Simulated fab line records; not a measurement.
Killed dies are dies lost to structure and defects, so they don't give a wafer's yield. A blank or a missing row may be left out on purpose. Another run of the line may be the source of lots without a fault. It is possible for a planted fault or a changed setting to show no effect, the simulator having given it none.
Comparing a struck lot with a sound one / flow nand harc / 15 out of 1302 route steps
Sound: these wafers, L734.1, L734.3, L734.5. Struck: wafers L736.1, L736.3, L736.5. The cause is given at the end.
At each step with rows: each side's tool, then ch and its chambers, then its first start. Under that, the readings that differ: sound wafers / struck wafers / difference of the means / sigmas: that difference in standard deviations of wafers without a fault.
alike: readings whose means differ by less than 2 such deviations, and words and numbers that are the same on both sides. not compared: withheld readings, readings that some wafer has no value for, bounds like >300 that may hide the same value, and numbers for which the record gives no deviation and whose values overlap.
The two part at a step that has a row with sigmas, a row that says differs or no value, or rows on one side only. When numbers do not overlap yet have no deviation, they are printed without sigmas and do not part them. A reading that every wafer of one side lacks parts them only if that side has two wafers or more.

first, 3 steps without rows for these wafers: NHARC_A_SGD_CUT_EXPOSE_06 (exposes mask SGD); NHARC_A_SGD_CUT_PEB_07 (peb time 65 s); NHARC_A_SGD_CUT_DEVELOP_08 (develop time 35 s).
NHARC_A_SGD_CUT_CD_MEAS_09: target cd 100 nm.
  sound on cd sem-02 ch 0, day 20 03:26; struck on cd sem-03 ch 0, day 22 06:22
  alike: cd nm
NHARC_A_SGD_CUT_OVL_MEAS_10:
  sound: overlay-01 at day 20 03:31; struck: overlay-02 at day 22 06:27
reading=overlay x nm (nm); sound=-0.2 -0.2 -0.4; struck=1.4 1.5 1.6; difference=+1.8; sigmas=+2
  alike: overlay y nm
NHARC_A_SGD_CUT_INSPECT_11:
  sound: defect inspect-02 at day 20 03:34; struck: defect inspect-02 at day 22 06:29
  alike: raw defect count
NHARC_A_SGD_CUT_DESCUM_14: chemistry O2, time 3 s.
  sound on rie diel-07 ch 1,2,3, day 20 03:37; struck on rie diel-10 ch 0,1,3, day 22 06:34
  alike: drypump motor current A, oes product au, rf vpp V, showerhead plenum p Torr, throttle valve pct
  not compared: rf hours counter h
NHARC_A_SGD_CUT_ETCH_58: etches the open film in CF4, target depth 39 nm, time 65 s.
  sound on rie diel-07 ch 0,2,3, day 20 03:44; struck on rie diel-10 ch 1,2,3, day 22 06:39
  alike: drypump motor current A, oes product au, rf vpp V, showerhead plenum p Torr, throttle valve pct
  not compared: rf hours counter h
NHARC_A_SGD_CUT_ETCH_59: etches the open film in N2/H2, target depth 260 nm, time 406.25 s.
  sound: rie diel-07 ch 1,2,3; struck: rie diel-10 ch 0,2,3
  alike: drypump motor current A, oes product au, rf vpp V, showerhead plenum p Torr, throttle valve pct
  not compared: rf hours counter h
NHARC_A_SGD_CUT_ETCH_15: etches the open film in CH3F/O2, target depth 75 nm, time 64.3 s.
  sound: rie diel-07 ch 1,2,3; struck: rie diel-10 ch 0,1
reading=rf vpp V (V); sound=265.6 265.7 266.8; struck=261.6 261.4 260.9; difference=-4.7; sigmas=-3
reading=showerhead plenum p Torr (Torr); sound=2.58 2.55 2.63; struck=2.40 2.29 2.29; difference=-0.26; sigmas=-3
  alike: drypump motor current A, oes product au, throttle valve pct
  not compared: rf hours counter h
NHARC_A_SGD_CUT_ETCH_16: etches the open film in C4F8/O2/Ar, target depth 310.5 nm, time 155.2 s.
  sound: rie diel-07 ch 0,1,3; struck: rie diel-10 ch 0,1
reading=rf vpp V (V); sound=728 727 727; struck=722 717 717; difference=-9; sigmas=-2
  alike: oes product au
  not compared: rf hours counter h
then, 1 step without rows for these wafers: NHARC_A_SGD_CUT_STRIP_60 (strips in C4F8/O2/Ar).
NHARC_A_SGD_CUT_STRIP_17: strips in O2.
  sound on rie diel-07 ch 0,1,3, day 20 04:25; struck on rie diel-10 ch 1,2,3, day 22 07:20
  no value came back on the struck wafers for any of 7 readings (bias w (W), chamber pressure mTorr (mTorr) and others); on the sound wafers bias w (W) reads 0 0 0
  not compared: rf hours counter h
then, 1 step without rows for these wafers: NHARC_A_SGD_CUT_PRECLEAN_18 (cleans in SC1).
-- jump in the record: it breaks off in module A_SGD_CUT and resumes in module END (first step shown: number 1302 of the route), and 5 days separate the struck wafers' starts before and after --
NHARC_END_SORT_01:
  only the struck wafers appear in the record here, on prober-01 ch 0 at day 27 13:25; the sound ones have no rows

## WHERE THEY PART
Earliest at NHARC_A_SGD_CUT_OVL_MEAS_10; latest, in this record, at NHARC_END_SORT_01.

WHY: whatever the simulator had introduced
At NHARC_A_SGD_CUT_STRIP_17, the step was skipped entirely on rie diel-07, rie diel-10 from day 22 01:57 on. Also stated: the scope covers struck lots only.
